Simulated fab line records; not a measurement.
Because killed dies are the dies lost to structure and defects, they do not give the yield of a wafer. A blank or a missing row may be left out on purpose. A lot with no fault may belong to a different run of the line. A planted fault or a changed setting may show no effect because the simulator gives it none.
Matching of chambers -- flow nand harc -- 4 sister chambers for NHARC_P_BONDPAD_DESCUM_11 on rie diel-12
The step chemistry O2, time 3 s. 4 wafers are shown with their chamber, then 10 later ones without.

WAFERS WITH THEIR CHAMBER
wafer,chamber,showerhead plenum p Torr (Torr)
L086.4,1,2.05
L088.2,0,2.02
L088.3,2,1.96
L089.4,3,1.89

WAFERS MISSING THEIR CHAMBER
wafer,showerhead plenum p Torr (Torr)
L089.5,2.02
L091.1,2.05
L091.3,1.96
L091.4,2.02
L093.3,1.96
L093.5,1.96
L093.6,1.88
L096.1,1.96
L096.5,1.88
L096.6,2.02

WHICH CHAMBER EACH WENT THROUGH
wafer,from the rows above,in truth
L089.5,0,0
L091.1,1,1
L091.3,2,2
L091.4,0,0
L093.3,2,2
L093.5,2,2
L093.6,3,3
L096.1,2,2
L096.5,3,3
L096.6,0,0
10 of 10 placed correctly. Can't be placed from these rows: 0. 0 placed wrongly.
How it was worked out, from the rows above alone: a wafer's distance from a chamber is the root of the sum, over the readings, of the square of ((its reading less the chamber's mean) divided by the reading's scatter). The wafer belongs to the nearest chamber; if the next one is less than 2 further off, it can't be placed. For every chamber, the mean is computed from those of its wafers that are shown. The scatter: with one shown wafer a chamber, the root of the mean of the squares of how far each hidden wafer lies from its nearest shown one.
